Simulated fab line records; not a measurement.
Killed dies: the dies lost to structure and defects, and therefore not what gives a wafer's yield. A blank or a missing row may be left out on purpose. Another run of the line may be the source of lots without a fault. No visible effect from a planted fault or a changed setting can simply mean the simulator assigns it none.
fab line records	flow n5_finfet
record: lots: 7	wafers: 19	last_day: 17
route steps=1938 shown PMOS_HMC_CHANNEL_EPI@62
lots that met no fault: taken from a fault-free run of the same line
start_h: start of the lot's first displayed wafer, in hours after the record's first day	wait_h: hours from the lot's prior step to this one	" same as the row above	L1.1+2: a single row standing in for several wafers	- either no value or no given start	* or withheld: withheld	< > ~ a bound
route shown NAME@n: a module of which the file shows steps, and the number in the route of the first	usual: average and standard deviation across the fault-free wafers	same: alike in all rows	chamber/n: place in a boat	sites: each site's reading	_std_site: the standard deviation of these	_edge_site: outer sites' mean less inner sites'	radius_mm: for every site, how far away it sits from the centre of the wafer	mask NAME#n: copy n	behind: the last tool/chamber to shape the wafer	hold: why the lot went on hold/how many hours it stayed there/how the hold came to an end	device: the transistor (n, p or np) that didn't switch	end of line: tests run on the same wafers once the route is complete	a step with no rows: only its recipe	killed: count of dies lost to structure and defects at first sort (not the wafer's yield)	map: a wafer's dies, marking killed ones x, the rest . and places with no die _
set.NAME: setting as actually run; set.NAME@STEP: the setting as run at that earlier step	model.NAME: the simulator's own value behind a step, which no gauge read
lots seen at some steps along the route; tables by step, rows by wafer
services: when a tool's chamber went out of use (start_h, in hours from the record's first day, below 0 if earlier), for how many hours, and the reason
== steps ==
step: N5_PMOS_HMC_CHANNEL_EPI_EXPOSE_06
recipe: mask_id: PMOS_HMC_BLK	na: 1.35	source_shape: conventional	sigma_outer: 0.8	polarization: unpolarized	target_cd_nm: 240	dose_mj: 41
step: N5_PMOS_HMC_CHANNEL_EPI_PEB_07
recipe: peb_temp_c: 110	peb_time_s: 60	resist: CAR-ArF-block
step: N5_PMOS_HMC_CHANNEL_EPI_DEVELOP_08
recipe: develop_time_s: 30	developer: TMAH	resist: CAR-ArF-block	dev_temp_c: 23	rinse_liquid: diw	dry: air_spin
step: N5_PMOS_HMC_CHANNEL_EPI_CD_MEAS_09
recipe: target_cd_nm: 237.4	landing_energy_ev: 500	detector: se_inlens
usual: cd_nm: 237.0/1
lot.wafer	tool	chamber	start_h	wait_h	cd_nm
L548.3	cd_sem-01	0	29.09	-	238.5
L548.5	"	0	"	"	238.0
L548.6	"	0	"	"	238.2
L554.3	cd_sem-02	0	67.24	-	235.7
L554.6	"	0	"	"	234.5
L555.1	cd_sem-01	0	71.78	-	236.4
L555.3	"	0	"	"	237.1
L555.5	"	0	"	"	236.3
L556.2	cd_sem-03	0	77.01	-	236.7
L556.3	"	0	"	"	238.9
L566.3	cd_sem-01	0	137.36	-	236.4
L566.4	"	0	"	"	234.9
L566.5	"	0	"	"	235.9
L567.1	cd_sem-03	0	144.25	-	236.5
L567.2	"	0	"	"	237.2
L567.4	"	0	"	"	236.2
L568.2	cd_sem-03	0	149.12	-	237.5
L568.3	"	0	"	"	237.1
L568.5	"	0	"	"	236.2
step: N5_PMOS_HMC_CHANNEL_EPI_OVL_MEAS_10
recipe: points_per_wafer: 44
usual: PMOS_HMC_BLK_OVL: 0.2/0.79
lot.wafer	tool	chamber	start_h	wait_h	PMOS_HMC_BLK_OVL[nm]
L548.3	overlay-01	0	29.12	0.0	-0.3
L548.5	"	0	"	"	-0.9
L548.6	"	0	"	"	0.7
L554.3	overlay-02	0	67.27	0.0	0.6
L554.6	"	0	"	"	0.2
L555.1	overlay-02	0	71.81	0.0	-1.1
L555.3	"	0	"	"	1.0
L555.5	"	0	"	"	0.4
L556.2	overlay-02	0	77.04	0.0	1.0
L556.3	"	0	"	"	1.1
L566.3	overlay-02	0	137.39	0.0	1.3
L566.4	"	0	"	"	0.2
L566.5	"	0	"	"	1.0
L567.1	overlay-01	0	144.28	0.0	1.0
L567.2	"	0	"	"	-0.9
L567.4	"	0	"	"	0.5
L568.2	overlay-01	0	149.15	0.0	-0.6
L568.3	"	0	"	"	1.5
L568.5	"	0	"	"	1.6
step: N5_PMOS_HMC_CHANNEL_EPI_INSPECT_11
recipe: mode: adi	inspect_instrument: macro
usual: raw_defect_count: 2.0/1.4
lot.wafer	tool	chamber	start_h	wait_h	raw_defect_count
L548.3	defect_inspect-02	-	29.14	0.0	2
L548.5	"	-	"	"	2
L548.6	"	-	"	"	3
L554.3	defect_inspect-01	-	67.29	0.0	3
L554.6	"	-	"	"	1
L555.1	defect_inspect-01	-	71.83	0.0	3
L555.3	"	-	"	"	3
L555.5	"	-	"	"	1
L556.2	defect_inspect-01	-	77.07	0.0	3
L556.3	"	-	"	"	4
L566.3	defect_inspect-02	-	137.41	0.0	2
L566.4	"	-	"	"	2
L566.5	"	-	"	"	3
L567.1	defect_inspect-01	-	144.30	0.0	0
L567.2	"	-	"	"	1
L567.4	"	-	"	"	2
L568.2	defect_inspect-01	-	149.17	0.0	2
L568.3	"	-	"	"	0
L568.5	"	-	"	"	3
step: N5_PMOS_HMC_CHANNEL_EPI_DESCUM_14
recipe: chemistry: O2	time_s: 7.9	source_power_w: 50	bias_power_w: 20	pressure_mtorr: 20	rf_frequency_hz: 2.712e+07	temp_c: 40	resist: CAR-ArF-block	o2_flow_sccm: 225
usual: drypump_motor_current_A: 5.52/0.26	oes_product_au: 0.79/0.083	rf_fwd_power_W: 49.32/0.27	rf_vpp_V: 243.4/1.2	showerhead_plenum_p_Torr: 2.11/0.069	throttle_valve_pct: 20.39/0.23
same: time_s: 7.9
lot.wafer	tool	chamber	start_h	wait_h	drypump_motor_current_A	oes_product_au	rf_fwd_power_W	rf_hours_counter_h	rf_vpp_V	showerhead_plenum_p_Torr	throttle_valve_pct
L548.3	rie_diel-02	3	29.17	0.0	5.32	0.80	49.31	111	241.6	2.02	20.40
L548.5	"	3	"	"	5.34	0.81	49.47	-	241.3	2.02	20.40
L548.6	"	2	"	"	5.84	0.90	49.64	-	244.1	2.14	19.93
L554.3	rie_diel-02	3	67.32	0.0	5.32	0.79	49.36	121	241.8	2.02	20.42
L554.6	"	2	"	"	5.82	0.89	49.32	-	244.0	2.14	19.96
L555.1	rie_diel-02	1	72.03	0.2	5.64	0.89	49.80	30	243.6	2.04	20.37
L555.3	"	2	"	"	5.86	0.88	49.55	44	243.9	2.14	19.95
L555.5	"	2	"	"	5.85	0.88	49.27	-	242.7	2.14	19.95
L556.2	rie_diel-02	2	77.10	0.0	5.82	0.88	49.36	45	243.4	2.13	19.95
L556.3	"	3	"	"	5.35	0.78	49.38	124	242.8	2.01	20.42
L566.3	rie_diel-06	0	137.44	0.0	5.78	0.71	48.93	214	242.9	2.06	20.54
L566.4	"	0	"	"	5.79	0.71	48.87	-	242.5	2.06	20.55
L566.5	"	3	"	"	5.91	0.89	49.41	-	245.2	2.23	20.08
L567.1	rie_diel-02	0	144.87	0.6	5.12	0.68	49.70	222	243.7	2.17	20.61
L567.2	"	2	"	"	5.79	0.86	49.08	65	244.3	2.13	19.97
L567.4	"	1	"	"	5.63	0.85	49.57	51	243.1	2.04	20.41
L568.2	rie_diel-02	0	149.21	0.0	5.09	0.69	49.43	223	242.6	2.17	20.62
L568.3	"	2	"	"	5.84	0.85	49.18	66	243.5	2.13	19.99
L568.5	"	2	"	"	5.84	0.85	49.25	-	243.6	2.13	19.98
step: N5_PMOS_HMC_CHANNEL_EPI_ETCH_32
recipe: chemistry: N2/H2	target: BARC	stop_on: SiO2	target_depth_a: 858	over_etch_frac: 0.3	time_s: 50.3	ion_energy_ev: 200	mask_material: CAR-ArF-block	pressure_mtorr: 30	source_w: 840	bias_w: 150	n2_flow_sccm: 200	h2_flow_sccm: 200
step: N5_PMOS_HMC_CHANNEL_EPI_HM_OPEN_15
recipe: chemistry: CHF3/O2	target: SiO2	mask_material: CAR-ArF-block	target_depth_a: 406	CHF3_flow_sccm: 50	O2_flow_sccm: 5	Ar_flow_sccm: 200	time_s: 20.3	pressure_mtorr: 30	source_w: 650	bias_w: 170	ion_energy_ev: 200
usual: drypump_motor_current_A: 5.52/0.26	oes_product_au: 0.79/0.082	rf_fwd_power_W: 644.2/2.6	rf_vpp_V: 525/12	showerhead_plenum_p_Torr: 2.43/0.078	throttle_valve_pct: 18.84/0.26
same: time_s: 20.3
lot.wafer	tool	chamber	start_h	wait_h	drypump_motor_current_A	oes_product_au	rf_fwd_power_W	rf_hours_counter_h	rf_vpp_V	showerhead_plenum_p_Torr	throttle_valve_pct
L548.3	rie_diel-02	3	29.25	0.0	5.33	0.81	646.0	111	519	2.32	18.84
L548.5	"	3	"	"	5.34	0.80	643.4	-	517	2.32	18.82
L548.6	"	2	"	"	5.83	0.91	643.7	-	542	2.45	18.31
L554.3	rie_diel-02	3	67.40	0.0	5.34	0.79	645.3	121	519	2.32	18.85
L554.6	"	2	"	"	5.82	0.89	642.8	-	542	2.44	18.35
L555.1	rie_diel-02	1	72.11	0.0	5.64	0.89	646.7	30	530	2.35	18.77
L555.3	"	2	"	"	5.83	0.87	643.5	44	543	2.44	18.36
L555.5	"	2	"	"	5.84	0.88	644.0	-	542	2.44	18.34
L556.2	rie_diel-02	2	77.18	0.0	5.85	0.88	645.0	45	542	2.44	18.36
L556.3	"	3	"	"	5.32	0.79	643.2	124	519	2.32	18.85
L566.3	rie_diel-06	0	137.52	0.0	5.80	0.71	642.4	214	515	2.40	19.18
L566.4	"	0	"	"	5.78	0.71	640.9	-	516	2.40	19.20
L566.5	"	3	"	"	5.89	0.88	649.8	-	530	2.57	18.58
L567.1	rie_diel-02	0	144.94	0.0	5.11	0.70	642.7	222	536	2.47	18.99
L567.2	"	2	"	"	5.84	0.85	642.7	65	542	2.43	18.39
L567.4	"	1	"	"	5.68	0.86	643.0	51	529	2.34	18.83
L568.2	rie_diel-02	0	149.28	0.0	5.12	0.69	645.0	223	537	2.47	19.00
L568.3	"	2	"	"	5.83	0.85	643.0	66	542	2.43	18.40
L568.5	"	2	"	"	5.82	0.84	641.4	-	542	2.43	18.38
step: N5_PMOS_HMC_CHANNEL_EPI_STRIP_33
recipe: chemistry: N2/H2	power_w: 500	temp_c: 40	pressure_mtorr: 50	rf_frequency_hz: 6e+07	overash_fraction: 0.3	bias_power_w: 8	h2_frac: 0.5	n2_flow_sccm: 300	h2_flow_sccm: 300
usual: drypump_motor_current_A: 5.54/0.26	h2_flow_sccm: 299.8/0.89	oes_product_au: 0.79/0.083	rf_vpp_V: 54.2/1.7	showerhead_plenum_p_Torr: 3.38/0.099	throttle_valve_pct: 18.7/0.38
lot.wafer	tool	chamber	start_h	wait_h	drypump_motor_current_A	h2_flow_sccm	oes_product_au	rf_hours_counter_h	rf_vpp_V	showerhead_plenum_p_Torr	throttle_valve_pct
L548.3	rie_diel-02	3	29.31	0.0	5.34	300.0	0.80	111	54.3	3.24	18.7
L548.5	"	3	"	"	5.35	300.3	0.79	-	51.6	3.24	18.7
L548.6	"	2	"	"	5.83	298.6	0.91	-	56.5	3.43	18.0
L554.3	rie_diel-02	3	67.46	0.0	5.33	299.7	0.78	121	52.4	3.24	18.8
L554.6	"	2	"	"	5.84	299.9	0.89	-	55.9	3.42	18.0
L555.1	rie_diel-02	1	72.16	0.0	5.65	299.9	0.88	30	55.9	3.29	18.6
L555.3	"	2	"	"	5.83	300.3	0.89	44	53.2	3.42	18.0
L555.5	"	2	"	"	5.83	299.9	0.88	-	53.2	3.42	18.0
L556.2	rie_diel-02	2	77.23	0.0	5.83	299.6	0.88	46	53.0	3.42	18.0
L556.3	"	3	"	"	5.36	300.6	0.78	124	55.2	3.23	18.8
L566.3	rie_diel-06	0	137.58	0.0	5.80	300.7	0.71	214	54.0	3.34	19.0
L566.4	"	0	"	"	5.79	300.7	0.70	-	54.0	3.34	19.0
L566.5	"	3	"	"	5.94	298.3	0.88	-	53.5	3.54	18.3
L567.1	rie_diel-02	0	145.00	0.0	5.12	302.2	0.69	222	53.8	3.46	19.4
L567.2	"	2	"	"	5.82	299.7	0.86	65	54.3	3.41	18.0
L567.4	"	1	"	"	5.70	299.1	0.85	51	55.3	3.28	18.6
L568.2	rie_diel-02	0	149.34	0.0	5.13	300.7	0.68	223	54.2	3.46	19.4
L568.3	"	2	"	"	5.83	299.8	0.86	66	57.2	3.41	18.0
L568.5	"	2	"	"	5.84	299.3	0.84	-	55.1	3.41	18.1
step: N5_PMOS_HMC_CHANNEL_EPI_STRIP_17
recipe: chemistry: SPM	time_s: 750	temp_c: 130	h2so4_h2o2_vol_ratio: 4	dry: ipa_marangoni
step: N5_PMOS_HMC_CHANNEL_EPI_ETCH_38
recipe: chemistry: CF4	target: SiO2	target_depth_a: 15	ion_energy_ev: 350	pressure_mtorr: 10	icp_w: 800	bias_w: 400	cf4_flow_sccm: 80
usual: drypump_motor_current_A: 5.6/0.45	oes_product_au: 0.997/0.019	rf_fwd_power_W: 784/4.7	throttle_valve_pct: 21.80/0.22
lot.wafer	tool	chamber	start_h	wait_h	drypump_motor_current_A	oes_product_au	rf_fwd_power_W	rf_hours_counter_h	throttle_valve_pct
L548.3	rie_si-04	1	29.61	0.0	5.5	0.968	787	174	21.91
L548.5	"	2	"	"	5.4	0.989	783	-	22.00
L548.6	"	1	"	"	5.5	0.965	787	-	21.93
L554.3	rie_si-04	1	67.76	0.0	5.5	0.963	787	175	21.91
L554.6	"	0	"	"	5.2	0.997	787	-	21.86
L555.1	rie_si-04	0	72.67	0.0	5.2	1.009	792	140	21.87
L555.3	"	3	"	"	5.9	0.977	780	2	21.30
L555.5	"	2	"	"	5.4	0.993	775	-	22.00
L556.2	rie_si-04	0	77.75	0.0	5.2	0.996	788	140	21.85
L556.3	"	3	"	"	5.8	0.981	780	2	21.29
L566.3	rie_si-02	0	137.88	0.0	5.0	1.036	788	73	21.73
L566.4	"	1	"	"	6.4	1.017	781	180	21.76
L566.5	"	0	"	"	5.0	1.031	790	-	21.71
L567.1	rie_si-02	1	145.30	0.0	6.4	1.034	780	180	21.76
L567.2	"	0	"	"	5.0	1.037	794	73	21.73
L567.4	"	2	"	"	5.4	1.004	785	105	22.01
L568.2	rie_si-03	0	149.64	0.0	5.5	0.988	778	48	21.59
L568.3	"	1	"	"	6.1	1.007	780	154	22.02
L568.5	"	2	"	"	5.7	0.971	787	-	21.94
step: N5_PMOS_HMC_CHANNEL_EPI_FIN_RECESS_16
recipe: chemistry: HBr/Cl2	target: Si	mask_material: SiO2	target_depth_a: 540	time_s: 18	pressure_mtorr: 10	icp_w: 800	bias_w: 75	HBr_flow_sccm: 150	Cl2_flow_sccm: 80
usual: drypump_motor_current_A: 5.6/0.45	oes_product_au: 0.998/0.014	rf_fwd_power_W: 795.0/2.9	throttle_valve_pct: 35.41/0.17
same: time_s: 18
lot.wafer	tool	chamber	start_h	wait_h	drypump_motor_current_A	oes_product_au	rf_fwd_power_W	rf_hours_counter_h	throttle_valve_pct	model.PMOS_HMC_CHANNEL_EPI.feature_depth_nm	model.etch.depth_nm	model.SiO2_of_PMOS_HMC_CHANNEL_EPI_HM_DEP_34.thk_nm
L548.3	rie_si-04	1	29.63	0.0	5.5	0.981	795.6	174	35.37	53.27	53.27	29.07
L548.5	"	2	"	"	5.5	0.990	798.4	-	35.37	53.26	53.26	30.63
L548.6	"	1	"	"	5.5	0.980	796.7	-	35.37	53.33	53.33	30.12
L554.3	rie_si-04	1	67.78	0.0	5.5	1.229	792.7	175	35.00	76.99	76.99	28.82
L554.6	"	0	"	"	5.2	0.993	796.0	-	35.34	53.53	53.53	30.77
L555.1	rie_si-04	0	72.69	0.0	5.2	1.274	796.6	140	34.92	80.05	80.05	28.88
L555.3	"	3	"	"	5.9	1.275	793.4	2	34.63	77.56	77.56	28.85
L555.5	"	2	"	"	5.4	0.984	795.3	-	35.39	53.44	53.44	31.18
L556.2	rie_si-04	0	77.77	0.0	5.2	1.000	797.4	140	35.33	54.18	54.18	29.94
L556.3	"	3	"	"	5.8	1.258	794.7	2	34.64	76.57	76.57	28.81
L566.3	rie_si-02	0	137.90	0.0	5.0	1.031	794.9	73	35.38	55.04	55.04	30.17
L566.4	"	1	"	"	6.4	1.022	796.7	180	35.60	54.45	54.45	30.31
L566.5	"	0	"	"	5.0	1.025	798.5	-	35.38	55.07	55.07	30.57
L567.1	rie_si-02	1	145.32	0.0	6.4	1.027	790.4	180	35.61	54.23	54.23	30.53
L567.2	"	0	"	"	5.0	1.034	793.6	73	35.37	55.5	55.5	29.64
L567.4	"	2	"	"	5.3	0.999	796.0	105	35.38	54.06	54.06	30.32
L568.2	rie_si-03	0	149.66	0.0	5.6	0.996	795.1	48	35.60	54.91	54.91	31.11
L568.3	"	1	"	"	6.1	1.003	790.5	154	35.66	53.63	53.63	30.64
L568.5	"	2	"	"	5.7	0.984	791.6	-	35.51	53.74	53.74	31.79
step: N5_PMOS_HMC_CHANNEL_EPI_PRECLEAN_36
recipe: chemistry: O3/DIW	time_s: 45	temp_c: 22	o3_ppm: 10
step: N5_PMOS_HMC_CHANNEL_EPI_PRECLEAN_18
recipe: chemistry: DHF	time_s: 30	temp_c: 25	dilution: withheld
same: time_s: 30
lot.wafer	tool	chamber	start_h	wait_h	model.SiO2_of_PMOS_HMC_CHANNEL_EPI_HM_DEP_34.thk_nm
L548.3	wet_bench-06	7	29.74	0.0	23.39
L548.5	"	4	"	"	24.95
L548.6	"	2	"	"	24.43
L554.3	wet_bench-02	7	67.91	0.0	23.2
L554.6	"	5	"	"	25.15
L555.1	wet_bench-02	6	72.82	0.0	23.25
L555.3	"	5	"	"	23.24
L555.5	"	2	"	"	25.55
L556.2	wet_bench-02	4	77.89	0.0	24.45
L556.3	"	0	"	"	23.34
L566.3	wet_bench-06	7	138.01	0.0	24.6
L566.4	"	6	"	"	24.74
L566.5	"	3	"	"	25.01
L567.1	wet_bench-01	6	145.45	0.0	24.91
L567.2	"	0	"	"	24.02
L567.4	"	1	"	"	24.7
L568.2	wet_bench-02	5	149.78	0.0	25.46
L568.3	"	3	"	"	24.96
L568.5	"	4	"	"	26.1
step: N5_PMOS_HMC_CHANNEL_EPI_SRD_19
recipe: dry: ipa_marangoni	do_ppb: 5	time_s: 30	temp_c: 23	rinse_liquid: diw
step: N5_PMOS_HMC_CHANNEL_EPI_EPI_20
recipe: material: SiGe30	mask_material: SiO2	pressure_torr: 20	target_thk_a: 590	temp_c: 600
step: N5_PMOS_HMC_CHANNEL_EPI_HM_STRIP_35
recipe: chemistry: dHF	temp_c: 25	material: SiO2	target: SiO2	target_depth_a: 396	time_s: 216
step: N5_PMOS_HMC_CHANNEL_EPI_SRD_39
recipe: dry: ipa_marangoni	time_s: 30	temp_c: 23	rinse_liquid: diw
step: N5_PMOS_HMC_CHANNEL_EPI_CMP_21
recipe: material: SiGe30	post_cmp_clean: alkaline_brush	target_thk_nm: 54
usual: motor_current_A: 12.5/1.3	slurry_filter_dp_kPa: 13.49/0.13
lot.wafer	tool	chamber	start_h	wait_h	motor_current_A	slurry_filter_dp_kPa
L548.3	cmp-01	0	31.57	0.1	11.6	13.70
L548.5	"	3	"	"	12.0	13.29
L548.6	"	0	"	"	11.1	13.66
L554.3	cmp-02	0	69.78	0.1	14.2	13.45
L554.6	"	0	"	"	14.0	13.49
L555.3	cmp-04	2	74.64	0.0	13.6	13.46
L555.1	"	1	"	"	12.9	13.38
L555.5	"	3	"	"	13.4	13.69
L556.2	cmp-02	1	79.71	0.0	12.0	13.61
L556.3	"	3	"	"	11.5	13.35
L566.4	cmp-04	0	139.92	0.1	11.1	13.26
L566.3	"	1	"	"	13.3	13.27
L566.5	"	3	"	"	14.3	13.51
L567.2	cmp-01	1	147.27	0.0	10.7	13.41
L567.4	"	2	"	"	12.0	13.25
L567.1	"	3	"	"	11.9	13.61
L568.3	cmp-04	1	151.18	0.0	13.5	13.59
L568.2	"	3	"	"	13.8	13.37
L568.5	"	2	"	"	12.4	13.70
step: N5_PMOS_HMC_CHANNEL_EPI_THK_MEAS_22
recipe: reads: SiGe30_of_PMOS_HMC_CHANNEL_EPI_EPI_20
usual: HMC_CMP_THK: 53.8/0.95
lot.wafer	tool	chamber	start_h	wait_h	HMC_CMP_THK[nm]
L548.3	film_metro-01	-	31.83	-	53.4
L548.5	"	-	"	"	53.2
L548.6	"	-	"	"	53.4
L554.3	film_metro-01	-	70.04	-	58.9
L554.6	"	-	"	"	53.5
L555.1	film_metro-02	-	74.94	-	59.2
L555.3	"	-	"	"	59.3
L555.5	"	-	"	"	53.6
L556.2	film_metro-02	-	80.01	-	54.1
L556.3	"	-	"	"	59.0
L566.3	film_metro-02	-	140.18	-	55.2
L566.4	"	-	"	"	54.4
L566.5	"	-	"	"	55.1
L567.1	film_metro-01	-	147.56	-	54.3
L567.2	"	-	"	"	55.6
L567.4	"	-	"	"	54.0
L568.2	film_metro-02	-	151.48	-	55.2
L568.3	"	-	"	"	53.9
L568.5	"	-	"	"	54.1
step: N5_PMOS_HMC_CHANNEL_EPI_PRECLEAN_40
recipe: chemistry: DHF	time_s: 30	temp_c: 25	dilution: withheld
== services ==
tool	chamber	start_h	hours	kind
rie_si-02	0	8.62	30.8	repair
rie_si-04	1	10.15	5.6	repair
cmp-02	-	16.22	2.9	repair
rie_si-04	3	24.74	1.1	repair
cmp-02	-	26.04	0.6	repair
rie_si-03	-	27.32	4.4	repair
wet_bench-01	-	29.64	0.9	repair
cmp-02	-	36.97	4.7	repair
rie_si-04	2	54.09	3.4	repair
rie_si-02	2	59.43	29.7	repair
cmp-04	-	75.66	3.8	pm
rie_si-02	-	79.32	2.8	pm
cmp-01	-	97.63	0.5	repair
cmp-02	-	104.15	4.2	pm
cmp-01	-	104.41	4.0	pm
cmp-01	-	108.41	-	consumable_replace:conditioner
cmp-01	-	108.41	-	consumable_replace:pad
rie_diel-06	2	125.43	12.1	repair
rie_si-03	3	142.38	10.6	repair
rie_diel-02	3	142.67	1.8	repair
== key ==
first_sign: step: N5_PMOS_HMC_CHANNEL_EPI_FIN_RECESS_16	reading: oes_product_au	direction: up	sigmas: 18	usual: 0.998	struck: 1.259
effect: step: N5_PMOS_HMC_CHANNEL_EPI_FIN_RECESS_16	reading: throttle_valve_pct	direction: down	sigmas: 3.6	usual: *	struck: *
effect: step: N5_PMOS_HMC_CHANNEL_EPI_THK_MEAS_22	reading: HMC_CMP_THK	direction: up	sigmas: 5.6	usual: 53.8	struck: 59.1
model_effect: step: N5_PMOS_HMC_CHANNEL_EPI_FIN_RECESS_16	value: PMOS_HMC_CHANNEL_EPI.feature_depth_nm	without: 52.99	struck: 77.79
model_effect: step: N5_PMOS_HMC_CHANNEL_EPI_PRECLEAN_18	value: SiO2_of_PMOS_HMC_CHANNEL_EPI_HM_DEP_34.thk_nm	without: 25.17	struck: 23.26
met_at N5_PMOS_HMC_CHANNEL_EPI_FIN_RECESS_16
struck_wafers L554.3,L555.1,L555.3,L556.3
tester_left_out L554,L555,L556
onset_between 29.63 67.78
fault: kind: process_parameter_drift	tool: rie_si-04	chamber: -	onset_h: 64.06	steps: N5_PMOS_HMC_CHANNEL_EPI_FIN_RECESS_16	channel: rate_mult	offset: 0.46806	shape: step	end_h: 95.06	scope: struck_wafers_only
tester_left_out: of these lots the tester's yield and bins aren't shown, on N5 and GAA mostly nor the transistor test; their killed dies are dies lost to structure and defects alone, not to doping, threshold or leakage, so they don't give the yield
